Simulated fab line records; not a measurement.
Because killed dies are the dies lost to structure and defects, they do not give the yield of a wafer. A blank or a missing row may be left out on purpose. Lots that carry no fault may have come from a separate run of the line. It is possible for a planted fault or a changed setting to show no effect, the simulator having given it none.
fab line records + flow nand_harc
[record]
- lots = 7
- wafers = 21
- last_day = 33
route steps=1302 shown A_M1@1181
lots that met no fault: taken from a fault-free run of the same line
start_h: start of the lot's first displayed wafer, in hours after the record's first day + wait_h: how many hours have passed since the lot's step before this one + " as in the row above + L1.1+2: a single row standing in for several wafers + - no value, or no start was given + * or withheld: withheld + < > ~ a bound
route shown NAME@n: names a module that has steps shown in the file, with the first one's number in the route + usual: the fault-free wafers' mean and standard deviation + same: alike in all rows + chamber/n: place in a boat + sites: readings site by site + _std_site: standard deviation across them + _edge_site: the outer-site mean with the inner-site mean subtracted + radius_mm: how far each site lies from the wafer's centre + mask NAME#n: copy n + behind: tool/chamber where the wafer was last shaped + hold: cause of the lot's hold/its duration in hours/its outcome + device: names the non-switching transistor (n, p or np) + end of line: at the end of the route, the tests of the same wafers + a step given without rows: its recipe and nothing more + killed: dies that structure and defects cost at the first sort, which is not the same as the wafer's yield + map: a wafer's dies, marking killed ones x, the rest . and places with no die _
set.NAME: setting as actually run; set.NAME@STEP: the setting as run at that earlier step + model.NAME: the simulator's own value behind a step, which no gauge read
certain route steps with their lots: each step a table, each wafer a row
services: from which hour (start_h, from the record's first day; less than 0 if before it) a tool's chamber was out of use, for how many hours, and why
[[steps]]
[step NHARC_A_M1_INSPECT_11]
[usual]
- raw_defect_count = 84/29
| lot.wafer | tool              | chamber | start_h | wait_h | raw_defect_count |
|-----------|-------------------|---------|---------|--------|------------------|
| L640.1    | defect_inspect-02 | -       | 552.93  | 0.0    | 101              |
| L640.2    | "                 | -       | "       | "      | 117              |
| L640.4    | "                 | -       | "       | "      | 103              |
| L644.3    | defect_inspect-02 | -       | 602.80  | 0.0    | 69               |
| L644.5    | "                 | -       | "       | "      | 74               |
| L644.6    | "                 | -       | "       | "      | 52               |
| L646.3    | defect_inspect-02 | -       | 612.65  | 0.0    | 72               |
| L646.4    | "                 | -       | "       | "      | 61               |
| L646.5    | "                 | -       | "       | "      | 63               |
| L647.3    | defect_inspect-02 | -       | 620.86  | 0.0    | 59               |
| L647.4    | "                 | -       | "       | "      | 60               |
| L647.6    | "                 | -       | "       | "      | 75               |
| L648.1    | defect_inspect-02 | -       | 638.06  | 0.0    | 97               |
| L648.2    | "                 | -       | "       | "      | 78               |
| L648.6    | "                 | -       | "       | "      | 87               |
| L653.1    | defect_inspect-01 | -       | 675.15  | 0.0    | 110              |
| L653.3    | "                 | -       | "       | "      | 139              |
| L653.4    | "                 | -       | "       | "      | 109              |
| L656.2    | defect_inspect-01 | -       | 735.88  | 0.0    | 52               |
| L656.5    | "                 | -       | "       | "      | 62               |
| L656.6    | "                 | -       | "       | "      | 34               |
[step NHARC_A_M1_DESCUM_14]
[recipe]
- time_s = 3
- o2_flow_sccm = 200
- ar_flow_sccm = 0
- bias_power_w = 0
- chemistry = O2
[usual]
- chamber_pressure_mTorr = 60.01/0.047
- drypump_motor_current_A = 5.7/0.35
- oes_product_au = 1.002/0.0071
- rf_vpp_V = 57.9/0.98
- showerhead_plenum_p_Torr = 1.94/0.078
- throttle_valve_pct = 11.311/0.009
| lot.wafer | tool        | chamber | start_h | wait_h | chamber_pressure_mTorr | drypump_motor_current_A | oes_product_au | rf_hours_counter_h | rf_vpp_V | showerhead_plenum_p_Torr | throttle_valve_pct |
|-----------|-------------|---------|---------|--------|------------------------|-------------------------|----------------|--------------------|----------|--------------------------|--------------------|
| L640.1    | rie_diel-01 | 2       | 552.99  | 0.1    | 59.97                  | 5.6                     | 1.011          | 0.6                | 57.5     | 1.91                     | 11.315             |
| L640.2    | "           | 0       | "       | "      | 60.00                  | 6.1                     | 1.004          | 0.6                | 58.9     | 2.02                     | 11.309             |
| L640.4    | "           | 1       | "       | "      | 60.05                  | 5.1                     | 1.003          | -                  | 57.3     | 1.82                     | 11.313             |
| L644.3    | rie_diel-11 | 1       | 602.88  | 0.1    | 60.01                  | 6.0                     | 0.991          | 0.1                | 58.5     | 1.90                     | 11.310             |
| L644.5    | "           | 3       | "       | "      | 59.98                  | 5.3                     | 0.993          | -                  | 59.5     | 2.05                     | 11.311             |
| L644.6    | "           | 1       | "       | "      | 59.98                  | 6.0                     | 1.002          | -                  | 57.6     | 1.90                     | 11.312             |
| L646.4    | rie_diel-01 | 2       | 612.71  | 0.1    | 60.00                  | 5.6                     | 1.000          | 2.6                | 58.6     | 1.91                     | 11.309             |
| L646.3    | "           | 1       | "       | "      | 59.97                  | 5.1                     | 1.001          | 2.7                | 57.9     | 1.82                     | 11.303             |
| L646.5    | "           | 3       | "       | "      | 59.96                  | 5.7                     | 0.994          | -                  | 57.8     | 1.84                     | 11.317             |
| L647.3    | rie_diel-11 | 3       | 620.92  | 0.1    | 60.07                  | 5.3                     | 1.000          | 1.6                | 57.0     | 2.05                     | 11.296             |
| L647.4    | "           | 2       | "       | "      | 60.03                  | 5.8                     | 1.007          | 0.1                | 57.9     | 1.96                     | 11.325             |
| L647.6    | "           | 0       | "       | "      | 60.03                  | 5.7                     | 0.993          | -                  | 58.8     | 1.95                     | 11.303             |
| L648.2    | rie_diel-11 | 3       | 638.12  | 0.1    | 60.01                  | 5.3                     | 1.008          | 2.9                | 57.0     | 2.05                     | 11.313             |
| L648.1    | "           | 1       | "       | "      | 59.96                  | 6.0                     | 0.987          | 2.9                | 58.6     | 1.90                     | 11.306             |
| L648.6    | "           | 2       | "       | "      | 60.03                  | 5.8                     | 1.007          | -                  | 58.3     | 1.96                     | 11.315             |
| L653.1    | rie_diel-10 | 3       | 675.21  | 0.1    | 60.07                  | 5.8                     | 1.000          | 5.4                | 57.4     | 2.05                     | 11.314             |
| L653.3    | "           | 0       | "       | "      | 60.09                  | 6.2                     | 1.002          | 4.3                | 56.9     | 2.01                     | 11.305             |
| L653.4    | "           | 2       | "       | "      | 59.92                  | 6.1                     | 1.003          | 5.3                | 58.4     | 1.82                     | 11.299             |
| L656.2    | rie_diel-11 | 0       | 735.97  | 0.1    | 59.93                  | 5.7                     | 0.999          | 3.0                | 57.5     | 1.95                     | 11.313             |
| L656.5    | "           | 1       | "       | "      | 60.01                  | 6.0                     | 0.995          | -                  | 57.5     | 1.90                     | 11.321             |
| L656.6    | "           | 2       | "       | "      | 60.07                  | 5.8                     | 0.998          | -                  | 57.2     | 1.95                     | 11.316             |
[step NHARC_A_M1_ETCH_35]
[recipe]
- target_depth_a = 400
- overetch_a = 120
- time_s = 43.94
- ion_energy_ev = 200
- n2_flow_sccm = 150
- h2_flow_sccm = 150
- ar_flow_sccm = 0
- rf_w = 400
- bias_w = 150
- chemistry = N2/H2
[step NHARC_A_M1_ETCH_15]
[recipe]
- target_depth_a = 1825
- time_s = 91.2
- c4f8_flow_sccm = withheld
- ar_flow_sccm = 400
- rf_w = 600
- bias_w = 300
- chemistry = C4F8/Ar
[usual]
- chamber_pressure_mTorr = 24.996/0.029
- oes_product_au = 0.962/0.018
- rf_vpp_V = 441.6/2.5
| lot.wafer | tool        | chamber | start_h | wait_h | chamber_pressure_mTorr | oes_product_au | rf_hours_counter_h | rf_vpp_V |
|-----------|-------------|---------|---------|--------|------------------------|----------------|--------------------|----------|
| L640.2    | rie_diel-01 | 1       | -       | -      | 25.004                 | 0.963          | 0.6                | 437.9    |
| L640.1    | "           | 0       | "       | "      | 25.061                 | 0.979          | 0.6                | 445.3    |
| L640.4    | "           | 0       | "       | "      | 25.017                 | 0.962          | -                  | 443.8    |
| L644.3    | rie_diel-11 | 0       | -       | -      | 24.994                 | 0.967          | 0.2                | 440.2    |
| L644.5    | "           | 0       | "       | "      | 25.042                 | 0.965          | -                  | 442.6    |
| L644.6    | "           | 1       | "       | "      | 24.812                 | 0.972          | -                  | 439.5    |
| L646.3    | rie_diel-01 | 3       | -       | -      | 25.004                 | 0.949          | 2.1                | 439.0    |
| L646.4    | "           | 2       | "       | "      | 24.990                 | 0.967          | 2.7                | 439.3    |
| L646.5    | "           | 0       | "       | "      | 24.989                 | 0.968          | -                  | 444.1    |
| L647.4    | rie_diel-11 | 3       | -       | -      | 25.001                 | 0.948          | 1.6                | 444.9    |
| L647.3    | "           | 1       | "       | "      | 24.984                 | 0.946          | 1.6                | 440.3    |
| L647.6    | "           | 2       | "       | "      | 25.008                 | 0.944          | -                  | 442.9    |
| L648.2    | rie_diel-11 | 2       | -       | -      | 25.012                 | 0.965          | 1.5                | 441.7    |
| L648.1    | "           | 3       | "       | "      | 24.998                 | 0.962          | 2.9                | 445.5    |
| L648.6    | "           | 2       | "       | "      | 24.989                 | 0.958          | -                  | 444.6    |
| L653.1    | rie_diel-10 | 3       | -       | -      | 25.014                 | 0.928          | 5.5                | 444.1    |
| L653.3    | "           | 0       | "       | "      | 25.019                 | 0.969          | 4.3                | 444.2    |
| L653.4    | "           | 2       | "       | "      | 25.004                 | 0.934          | 5.3                | 437.9    |
| L656.2    | rie_diel-11 | 2       | -       | -      | 24.976                 | 0.970          | 7.7                | 442.7    |
| L656.5    | "           | 2       | "       | "      | 25.032                 | 0.952          | -                  | 442.0    |
| L656.6    | "           | 3       | "       | "      | 24.983                 | 0.988          | -                  | 444.2    |
[step NHARC_A_M1_CD_MEAS_16]
[usual]
- cd_nm = 120.1/0.59
| lot.wafer | tool      | chamber | start_h | wait_h | cd_nm |
|-----------|-----------|---------|---------|--------|-------|
| L640.1    | cd_sem-03 | -       | 553.34  | -      | 120.9 |
| L640.2    | "         | -       | "       | "      | 120.0 |
| L640.4    | "         | -       | "       | "      | 121.0 |
| L644.3    | cd_sem-01 | -       | 603.23  | -      | 120.7 |
| L644.5    | "         | -       | "       | "      | 119.6 |
| L644.6    | "         | -       | "       | "      | 120.1 |
| L646.3    | cd_sem-01 | -       | 613.02  | -      | 120.9 |
| L646.4    | "         | -       | "       | "      | 120.2 |
| L646.5    | "         | -       | "       | "      | 120.2 |
| L647.3    | cd_sem-03 | -       | 621.23  | -      | 120.7 |
| L647.4    | "         | -       | "       | "      | 120.4 |
| L647.6    | "         | -       | "       | "      | 120.2 |
| L648.1    | cd_sem-03 | -       | 638.47  | -      | 121.2 |
| L648.2    | "         | -       | "       | "      | 120.3 |
| L648.6    | "         | -       | "       | "      | 120.3 |
| L653.1    | cd_sem-03 | -       | 675.52  | -      | 119.5 |
| L653.3    | "         | -       | "       | "      | 120.8 |
| L653.4    | "         | -       | "       | "      | 120.5 |
| L656.2    | cd_sem-02 | -       | 736.25  | -      | 120.4 |
| L656.5    | "         | -       | "       | "      | 120.1 |
| L656.6    | "         | -       | "       | "      | 120.1 |
[step NHARC_A_M1_STRIP_18]
[recipe]
- power_w = 1000
- n2_flow_sccm = 150
- h2_flow_sccm = 150
- ar_flow_sccm = 0
- bias_w = 0
- chemistry = N2/H2
[usual]
- chamber_pressure_mTorr = 29.998/0.029
- drypump_motor_current_A = 5.7/0.37
- oes_product_au = 1.001/0.0067
- rf_vpp_V = 90.8/1
- showerhead_plenum_p_Torr = 2.07/0.087
- throttle_valve_pct = 14.171/0.01
| lot.wafer | tool        | chamber | start_h | wait_h | chamber_pressure_mTorr | drypump_motor_current_A | oes_product_au | rf_hours_counter_h | rf_vpp_V | showerhead_plenum_p_Torr | throttle_valve_pct |
|-----------|-------------|---------|---------|--------|------------------------|-------------------------|----------------|--------------------|----------|--------------------------|--------------------|
| L640.1    | rie_diel-10 | 0       | 553.42  | 0.1    | 30.014                 | 6.2                     | 1.005          | 7.8                | 91.6     | 2.14                     | 14.170             |
| L640.2    | "           | 1       | "       | "      | 30.002                 | 5.0                     | 0.998          | 8.3                | 91.0     | 2.02                     | 14.193             |
| L640.4    | "           | 2       | "       | "      | 29.997                 | 6.1                     | 0.995          | 9.2                | 89.2     | 1.94                     | 14.159             |
| L644.3    | rie_diel-10 | 2       | 603.30  | 0.1    | 29.969                 | 6.1                     | 0.994          | 1.7                | 89.5     | 1.94                     | 14.164             |
| L644.5    | "           | 2       | "       | "      | 30.048                 | 6.1                     | 0.995          | -                  | 90.1     | 1.94                     | 14.164             |
| L644.6    | "           | 3       | "       | "      | 29.987                 | 5.8                     | 1.004          | -                  | 91.4     | 2.19                     | 14.187             |
| L646.3    | rie_diel-11 | 3       | 613.16  | 0.1    | 29.981                 | 5.3                     | 1.001          | 1.4                | 91.1     | 2.19                     | 14.161             |
| L646.5    | "           | 0       | "       | "      | 30.029                 | 5.7                     | 1.005          | -                  | 89.7     | 2.08                     | 14.158             |
| L646.4    | "           | 1       | "       | "      | 30.011                 | 6.0                     | 1.008          | -                  | 90.5     | 2.03                     | 14.181             |
| L647.4    | rie_diel-11 | 0       | 621.33  | 0.1    | 29.990                 | 5.7                     | 0.994          | 1.6                | 90.2     | 2.08                     | 14.188             |
| L647.3    | "           | 2       | "       | "      | 29.966                 | 5.8                     | 1.013          | 0.2                | 91.3     | 2.09                     | 14.164             |
| L647.6    | "           | 0       | "       | "      | 30.047                 | 5.7                     | 0.997          | -                  | 90.1     | 2.08                     | 14.172             |
| L648.2    | rie_diel-01 | 0       | 638.55  | 0.1    | 29.953                 | 6.1                     | 0.998          | 3.6                | 91.3     | 2.15                     | 14.174             |
| L648.1    | "           | 1       | "       | "      | 29.973                 | 5.1                     | 0.994          | 3.4                | 90.2     | 1.94                     | 14.167             |
| L648.6    | "           | 1       | "       | "      | 30.002                 | 5.1                     | 1.000          | -                  | 91.4     | 1.94                     | 14.166             |
| L653.3    | rie_diel-11 | 3       | 675.59  | 0.1    | 29.997                 | 5.3                     | 1.001          | 5.8                | 92.4     | 2.18                     | 14.173             |
| L653.1    | "           | 1       | "       | "      | 29.964                 | 6.0                     | 1.000          | 5.8                | 90.4     | 2.03                     | 14.177             |
| L653.4    | "           | 1       | "       | "      | 30.033                 | 6.0                     | 0.998          | -                  | 89.9     | 2.03                     | 14.168             |
| L656.2    | rie_diel-10 | 1       | 736.37  | 0.1    | 29.977                 | 5.0                     | 1.001          | 9.2                | 92.0     | 2.02                     | 14.161             |
| L656.6    | "           | 3       | "       | "      | 29.983                 | 5.7                     | 1.000          | -                  | 92.0     | 2.18                     | 14.176             |
| L656.5    | "           | 0       | "       | "      | 30.047                 | 6.1                     | 1.000          | -                  | 89.7     | 2.14                     | 14.176             |
[step NHARC_A_M1_ETCH_28]
[recipe]
- target_depth_a = 300
- over_etch_frac = 0.3
- time_s = 72.99
- ion_energy_ev = 150
- cf4_flow_sccm = 50
- n2_flow_sccm = 100
- ar_flow_sccm = 150
- rf_w = 300
- bias_w = 100
- chemistry = CF4/N2
[step NHARC_A_M1_STRIP_19]
[recipe]
- time_s = 600
- temp_c = 30
- chemistry = post_etch_residue_remover
[step NHARC_A_M1_DEGAS_29]
[recipe]
- temp_c = 250
- time_s = 60
[step NHARC_A_M1_PRE_CLEAN_30]
[recipe]
- time_s = 30
- temp_c = 280
- gas = H2/He
[step NHARC_A_M1_PVD_20]
[recipe]
- target_thk_a = 50
- bias_v = 168.6
- power_w = 15000
- chamber_pressure_pa = 0.12
- time_s = 8.06
- substrate_temp_c = 50
- material = TaN
[step NHARC_A_M1_PVD_21]
[recipe]
- target_thk_a = 300
- chamber_pressure_pa = 5
- power_w = 5000
- substrate_temp_c = 30
- time_s = 20.49
- material = Cu
[usual]
- throttle_valve_pct = 30.2/1.3
| lot.wafer | tool           | chamber | start_h | wait_h | throttle_valve_pct |
|-----------|----------------|---------|---------|--------|--------------------|
| L640.2    | pvd_sputter-02 | -       | -       | -      | 32.5               |
| L640.1    | "              | -       | "       | "      | 31.1               |
| L640.4    | "              | -       | "       | "      | 31.2               |
| L644.3    | pvd_sputter-02 | -       | -       | -      | 31.0               |
| L644.6    | "              | -       | "       | "      | 32.6               |
| L644.5    | "              | -       | "       | "      | 31.2               |
| L646.4    | pvd_sputter-01 | -       | -       | -      | 28.7               |
| L646.3    | "              | -       | "       | "      | 30.1               |
| L646.5    | "              | -       | "       | "      | 28.3               |
| L647.4    | pvd_sputter-01 | -       | -       | -      | 32.9               |
| L647.3    | "              | -       | "       | "      | 28.8               |
| L647.6    | "              | -       | "       | "      | 32.6               |
| L648.2    | pvd_sputter-03 | -       | -       | -      | 30.2               |
| L648.1    | "              | -       | "       | "      | 28.8               |
| L648.6    | "              | -       | "       | "      | 30.9               |
| L653.4    | pvd_sputter-02 | -       | -       | -      | 29.2               |
| L653.3    | "              | -       | "       | "      | 30.3               |
| L653.1    | "              | -       | "       | "      | 31.2               |
| L656.2    | pvd_sputter-03 | -       | -       | -      | 31.2               |
| L656.6    | "              | -       | "       | "      | 29.5               |
| L656.5    | "              | -       | "       | "      | 29.6               |
[step NHARC_A_M1_ECD_22]
[recipe]
- target_thk_a = 4000
- bath_temp_c = 25
- material = Cu
[usual]
- bath_heat_duty_pct = 6.5/0.94
- bath_temp_c = 25.00/0.11
| lot.wafer | tool      | chamber | start_h | wait_h | bath_heat_duty_pct | bath_temp_c |
|-----------|-----------|---------|---------|--------|--------------------|-------------|
| L640.2    | ecd_cu-01 | 1       | 554.42  | -      | 6.5                | 25.10       |
| L640.1    | "         | 0       | "       | "      | 5.6                | 25.06       |
| L640.4    | "         | 1       | "       | "      | 6.8                | 25.10       |
| L644.3    | ecd_cu-02 | 1       | 604.44  | -      | 8.0                | 24.70       |
| L644.6    | "         | 0       | "       | "      | 6.1                | 25.22       |
| L644.5    | "         | 1       | "       | "      | 7.0                | 24.87       |
| L646.4    | ecd_cu-02 | 1       | 614.26  | -      | -                  | -           |
| L646.3    | "         | 0       | "       | "      | -                  | -           |
| L646.5    | "         | 0       | "       | "      | -                  | -           |
| L647.4    | ecd_cu-01 | 0       | 622.40  | -      | -                  | -           |
| L647.3    | "         | 1       | "       | "      | -                  | -           |
| L647.6    | "         | 0       | "       | "      | -                  | -           |
| L648.1    | ecd_cu-02 | 0       | 639.54  | -      | -                  | -           |
| L648.2    | "         | 1       | "       | "      | -                  | -           |
| L648.6    | "         | 0       | "       | "      | -                  | -           |
| L653.1    | ecd_cu-01 | 1       | 676.66  | -      | 6.1                | 24.92       |
| L653.3    | "         | 1       | "       | "      | 7.3                | 24.99       |
| L653.4    | "         | 0       | "       | "      | 5.0                | 25.17       |
| L656.2    | ecd_cu-01 | 0       | 737.58  | -      | 6.0                | 25.24       |
| L656.5    | "         | 0       | "       | "      | 5.3                | 25.02       |
| L656.6    | "         | 1       | "       | "      | 6.5                | 25.07       |
[step NHARC_A_M1_ANNEAL_31]
[recipe]
- temp_c = 225
- time_s = 90
[usual]
- wafer_temp_C_max = 225.89/0.24
| lot.wafer | tool          | chamber | start_h | wait_h | wafer_temp_C_max |
|-----------|---------------|---------|---------|--------|------------------|
| L640.1    | rtp_anneal-02 | 0       | 554.80  | 0.3    | 226.13           |
| L640.2    | "             | 0       | "       | "      | 226.07           |
| L640.4    | "             | 0       | "       | "      | 226.22           |
| L644.3    | rtp_anneal-02 | 0       | 604.78  | 0.3    | 226.17           |
| L644.5    | "             | 0       | "       | "      | 225.62           |
| L644.6    | "             | 0       | "       | "      | 225.86           |
| L646.3    | rtp_anneal-01 | 0       | 614.64  | 0.3    | 225.67           |
| L646.4    | "             | 0       | "       | "      | 225.93           |
| L646.5    | "             | 0       | "       | "      | 225.87           |
| L647.3    | rtp_anneal-02 | 0       | 622.78  | 0.3    | 225.78           |
| L647.4    | "             | 0       | "       | "      | 226.23           |
| L647.6    | "             | 0       | "       | "      | 226.16           |
| L648.1    | rtp_anneal-02 | 0       | 639.92  | 0.3    | 226.00           |
| L648.2    | "             | 0       | "       | "      | 225.86           |
| L648.6    | "             | 0       | "       | "      | 226.03           |
| L653.1    | rtp_anneal-01 | 0       | 677.04  | 0.3    | 225.82           |
| L653.3    | "             | 0       | "       | "      | 225.78           |
| L653.4    | "             | 0       | "       | "      | 226.01           |
| L656.2    | rtp_anneal-01 | 0       | 738.02  | -      | 225.86           |
| L656.5    | "             | 0       | "       | "      | 225.69           |
| L656.6    | "             | 0       | "       | "      | 225.66           |
[step NHARC_A_M1_CMP_23]
[recipe]
- t_overpolish_s = 20
- target_thk_nm = 154.34
[usual]
- motor_current_A = 11.9/0.89
- slurry_flow_ml_min = 150.0/0.51
- time_to_endpoint_s = 29.1/2
| lot.wafer | tool   | chamber | start_h | wait_h | motor_current_A | slurry_flow_ml_min | time_to_endpoint_s |
|-----------|--------|---------|---------|--------|-----------------|--------------------|--------------------|
| L640.1    | cmp-02 | 3       | 555.15  | -      | 11.4            | 149.3              | 28.4               |
| L640.2    | "      | 1       | "       | "      | 9.3             | 150.2              | 27.8               |
| L640.4    | "      | 2       | "       | "      | 12.3            | 150.3              | 29.1               |
| L644.3    | cmp-03 | 0       | 605.04  | -      | 12.4            | 150.6              | 29.9               |
| L644.6    | "      | 3       | "       | "      | 11.2            | 149.5              | 29.5               |
| L644.5    | "      | 0       | "       | "      | 12.7            | 150.2              | 30.4               |
| L646.3    | cmp-03 | 2       | 614.88  | -      | 13.5            | 149.5              | 1.2                |
| L646.4    | "      | 1       | "       | "      | 12.1            | 150.5              | 1.5                |
| L646.5    | "      | 3       | "       | "      | 11.5            | 150.5              | 3.4                |
| L647.4    | cmp-02 | 0       | 623.02  | -      | 10.5            | 149.3              | 2.2                |
| L647.3    | "      | 3       | "       | "      | 11.8            | 149.2              | 3.0                |
| L647.6    | "      | 1       | "       | "      | 9.6             | 149.3              | 5.2                |
| L648.1    | cmp-02 | 2       | 640.29  | -      | 12.1            | 150.3              | 0.8                |
| L648.2    | "      | 3       | "       | "      | 12.0            | 150.1              | 2.8                |
| L648.6    | "      | 1       | "       | "      | 10.2            | 150.0              | 1.7                |
| L653.3    | cmp-04 | 3       | 677.39  | -      | 11.7            | 150.4              | 26.8               |
| L653.4    | "      | 1       | "       | "      | 11.9            | 149.5              | 27.9               |
| L653.1    | "      | 2       | "       | "      | 10.9            | 149.9              | 28.2               |
| L656.2    | cmp-04 | 3       | 738.37  | -      | 12.2            | 149.7              | 27.5               |
| L656.5    | "      | 1       | "       | "      | 11.8            | 149.7              | 29.2               |
| L656.6    | "      | 2       | "       | "      | 11.2            | 149.2              | 29.2               |
[step NHARC_A_M1_THK_MEAS_24]
[recipe]
- thk_meas_gauge = xrf
[usual]
- thk_nm = 154.2/1.3
| lot.wafer | tool          | chamber | start_h | wait_h | thk_nm |
|-----------|---------------|---------|---------|--------|--------|
| L640.1    | film_metro-01 | -       | 555.46  | -      | 153.4  |
| L640.2    | "             | -       | "       | "      | 153.5  |
| L640.4    | "             | -       | "       | "      | 153.4  |
| L644.3    | film_metro-01 | -       | 605.33  | -      | 155.6  |
| L644.5    | "             | -       | "       | "      | 154.5  |
| L644.6    | "             | -       | "       | "      | 154.2  |
| L646.3    | film_metro-02 | -       | 615.20  | -      | 29.8   |
| L646.4    | "             | -       | "       | "      | 29.9   |
| L646.5    | "             | -       | "       | "      | 29.8   |
| L647.3    | film_metro-02 | -       | 623.34  | -      | 30.2   |
| L647.4    | "             | -       | "       | "      | 30.3   |
| L647.6    | "             | -       | "       | "      | 29.0   |
| L648.1    | film_metro-02 | -       | 640.58  | -      | 29.7   |
| L648.2    | "             | -       | "       | "      | 30.2   |
| L648.6    | "             | -       | "       | "      | 30.4   |
| L653.1    | film_metro-01 | -       | 677.70  | -      | 154.2  |
| L653.3    | "             | -       | "       | "      | 153.5  |
| L653.4    | "             | -       | "       | "      | 153.1  |
| L656.2    | film_metro-01 | -       | 738.63  | -      | 155.0  |
| L656.5    | "             | -       | "       | "      | 152.8  |
| L656.6    | "             | -       | "       | "      | 153.7  |
[step NHARC_A_M1_SRD_25]
[[services]]
| tool           | chamber | start_h | hours | kind   |
|----------------|---------|---------|-------|--------|
| rie_diel-01    | -       | 533.87  | 9.0   | pm     |
| rie_diel-01    | 3       | 545.36  | 9.9   | repair |
| rie_diel-10    | 1       | 547.02  | 5.0   | repair |
| ecd_cu-02      | -       | 572.00  | 8.0   | pm     |
| rie_diel-10    | -       | 572.81  | 9.0   | pm     |
| ecd_cu-01      | -       | 574.90  | 1.2   | repair |
| cmp-02         | -       | 584.88  | 3.1   | repair |
| rie_diel-11    | -       | 585.50  | 9.0   | pm     |
| rie_diel-10    | 0       | 593.46  | 9.2   | repair |
| rie_diel-11    | 2       | 600.99  | 13.4  | repair |
| cmp-02         | -       | 603.74  | 4.0   | pm     |
| rie_diel-11    | 3       | 608.11  | 3.4   | repair |
| pvd_sputter-02 | -       | 614.10  | 10.0  | pm     |
| ecd_cu-01      | -       | 630.73  | 2.0   | repair |
| rie_diel-11    | 0       | 632.39  | 67.0  | repair |
| rie_diel-01    | 3       | 633.70  | 3.9   | repair |
| ecd_cu-01      | -       | 634.35  | 0.8   | repair |
| rie_diel-10    | 2       | 658.30  | 2.0   | repair |
| ecd_cu-01      | -       | 664.14  | 8.0   | pm     |
| rie_diel-11    | -       | 692.16  | 0.1   | repair |
| rie_diel-11    | 0       | 708.42  | 6.3   | repair |
| rie_diel-01    | -       | 710.87  | 9.0   | pm     |
| rie_diel-11    | 2       | 718.89  | 7.1   | repair |
| rtp_anneal-02  | -       | 720.00  | 12.0  | pm     |
[[key]]
[first_sign]
- step = NHARC_A_M1_ECD_22
- reading = tool_record
- direction = missing
[effect]
- step = NHARC_A_M1_CMP_23
- reading = time_to_endpoint_s
- direction = down
- sigmas = 13
- usual = *
- struck = *
[effect]
- step = NHARC_A_M1_THK_MEAS_24
- reading = thk_nm
- direction = down
- sigmas = 93
- usual = 154.2
- struck = 29.9
met_at NHARC_A_M1_ECD_22
struck_wafers L646.3,L646.4,L646.5,L647.3,L647.4,L647.6,L648.1,L648.2,L648.6
later_rows_left_out L646.3,L646.4,L646.5,L647.3,L647.4,L647.6,L648.1,L648.2,L648.6
sort_left_out L646.3,L646.4,L646.5,L647.3,L647.4,L647.6,L648.1,L648.2,L648.6
onset_between 604.44 614.26
[fault]
- kind = skipped_step_whole
- tool = ecd_cu-01,ecd_cu-02
- chamber = -
- onset_h = 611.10
- steps = NHARC_A_M1_ECD_22
- scope = struck_lots_only
// sort_left_out: the simulated sort isn't trusted on such a fault, so these wafers' sort isn't shown, and their yield isn't known
// later_rows_left_out: the simulator's readings of these wafers behind a module that went badly wrong aren't trusted and aren't shown, but for the sort
